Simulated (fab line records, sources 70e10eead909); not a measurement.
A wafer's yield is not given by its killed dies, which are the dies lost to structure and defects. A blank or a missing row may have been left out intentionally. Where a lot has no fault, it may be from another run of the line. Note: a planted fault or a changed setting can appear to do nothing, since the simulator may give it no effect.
A lot that was struck, set against a sound lot | flow nandHarc | 34 steps out of a route of 1302
Sound: the wafers L437.3, L437.4, L437.5. Struck: wafers L429.1, L429.2, L429.4. The cause is named last.
At each step with rows: each side's tool, then ch and its chambers, then its first start. Under that, the readings that differ: sound wafers | struck wafers | difference of the means | sigmas: that difference in standard deviations of wafers without a fault.
alike: a reading whose means differ by less than 2 such deviations, as well as words and numbers matching on both sides. not compared: withheld readings; readings where some wafer has no value; bounds like >300 that might hide an equal value; numbers whose values overlap and for which the record gives no deviation.
A row with sigmas, a row that says differs or no value, or rows on one side alone: a step with any of these is where the two part. When numbers do not overlap yet have no deviation, they are printed without sigmas and do not part them. A reading that every wafer of one side lacks parts them only if that side has two wafers or more.

first, 5 steps without rows for these wafers: NHARC_A_ONON_D1_DEP_19 (target thk 1000 nm); NHARC_A_ONON_D1_DEP_22 (target thk 1000 nm); NHARC_A_ONON_D1_DEP_25 (target thk 1000 nm); NHARC_A_ONON_D1_DEP_28 (target thk 1000 nm); NHARC_A_ONON_D1_DEP_33 (deposits SiO2, target thk 200 nm).
NHARC_A_CHANNEL_HOLE_D1_DEP_00: deposits aC, target thk 3100 nm.
  sound on aclDep-03 ch 0, day 17 04:28; struck on aclDep-03, day 14 13:46
  no value came back on the struck wafers for susceptorTempC (C), throttleValvePct (%); on the sound wafers susceptorTempC (C) reads 400.09 399.88 400.17
then, 25 steps without rows for these wafers: NHARC_A_CHANNEL_HOLE_D1_DEP_01 (deposits SiON, target thk 140 nm); NHARC_A_CHANNEL_HOLE_D1_DEHYDRATE_02 (time 120 s); NHARC_A_CHANNEL_HOLE_D1_HMDS_03 (time 30 s); NHARC_A_CHANNEL_HOLE_D1_COAT_36 (time 75 s); NHARC_A_CHANNEL_HOLE_D1_COAT_37 (time 65 s); NHARC_A_CHANNEL_HOLE_D1_COAT_04 (resist thk 90 nm); NHARC_A_CHANNEL_HOLE_D1_SOFTBAKE_05 (time 55 s); NHARC_A_CHANNEL_HOLE_D1_EBR_06; NHARC_A_CHANNEL_HOLE_D1_EXPOSE_07 (exposes mask HOLE D1, target cd 100 nm); NHARC_A_CHANNEL_HOLE_D1_PEB_08 (peb time 65 s); NHARC_A_CHANNEL_HOLE_D1_DEVELOP_09 (develop time 35 s); NHARC_A_CHANNEL_HOLE_D1_DESCUM_15 (chemistry O2, time 3 s); NHARC_A_CHANNEL_HOLE_D1_ETCH_38 (etches the open film in CF4, target depth 39 nm, time 65 s); NHARC_A_CHANNEL_HOLE_D1_ETCH_39 (etches the open film in N2/H2, target depth 260 nm, time 325 s); NHARC_A_CHANNEL_HOLE_D1_ETCH_34 (etches the open film in CF4/CHF3, target depth 154 nm, time 77 s); NHARC_A_CHANNEL_HOLE_D1_ETCH_16 (etches the open film in O2/COS, target depth 3100 nm, time 806 s); NHARC_A_CHANNEL_HOLE_D1_ETCH_19 (etches the open film in C4F8/O2/Ar, time 34.5 s); NHARC_A_CHANNEL_HOLE_D1_ETCH_20 (etches the open film in C4F8/O2/Ar, time 361.9 s, target depth 1600 nm); NHARC_A_CHANNEL_HOLE_D1_ETCH_21 (etches the open film in C4F8/O2/Ar, time 514.3 s, target depth 1600 nm); NHARC_A_CHANNEL_HOLE_D1_ETCH_22 (etches the open film in C4F8/O2/Ar, time 666.7 s, target depth 1600 nm); NHARC_A_CHANNEL_HOLE_D1_ETCH_23 (etches the open film in C4F8/O2/Ar, time 819 s, target depth 1600 nm); NHARC_A_CHANNEL_HOLE_D1_ETCH_24 (etches the open film in C4F8/O2/Ar, time 906.2 s, target depth 1500 nm); NHARC_A_CHANNEL_HOLE_D1_ETCH_25 (etches the open film in C4F8/O2/Ar, time 1040.2 s, target depth 1500 nm); NHARC_A_CHANNEL_HOLE_D1_ETCH_26 (etches the open film in C4F8/O2/Ar, time 224.1 s, target depth 300 nm); NHARC_A_CHANNEL_HOLE_D1_ETCH_33 (etches the open film in C4F8/O2/Ar, time 90 s, target depth 400 nm).
NHARC_A_CHANNEL_HOLE_D1_CD_MEAS_30:
  sound on cdSem-03, day 17 15:32; struck on cdSem-03, day 14 23:08
reading   | sound          | struck | difference                    | sigmas
cdNm (nm) | 89.8 91.1 88.5 | - - -  | no value on the struck wafers | 
NHARC_A_CHANNEL_HOLE_D1_INSPECT_40:
  sound on defectInspect-02, day 17 15:43; struck on defectInspect-01, day 14 23:20
reading        | sound    | struck         | difference | sigmas
rawDefectCount | 40 75 41 | 5949 5898 5887 | +5859      | +99 or more
-- record jumps: 16 days between struck wafers' starts before vs after; left off in module A_CHANNEL_HOLE_D1, resumes in module END, first step shown is number 1302 of the route --
NHARC_END_SORT_01:
  only the struck wafers appear in the record here, on prober-02 ch 0 at day 30 18:29; the sound ones have no rows

WHERE THEY PART
First at NHARC_A_CHANNEL_HOLE_D1_DEP_00; last, within this record, at NHARC_END_SORT_01.

WHY: the cause the simulator had injected
Beginning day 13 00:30, the whole step at NHARC_A_CHANNEL_HOLE_D1_DEP_00 was skipped on aclDep-03. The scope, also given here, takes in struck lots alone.
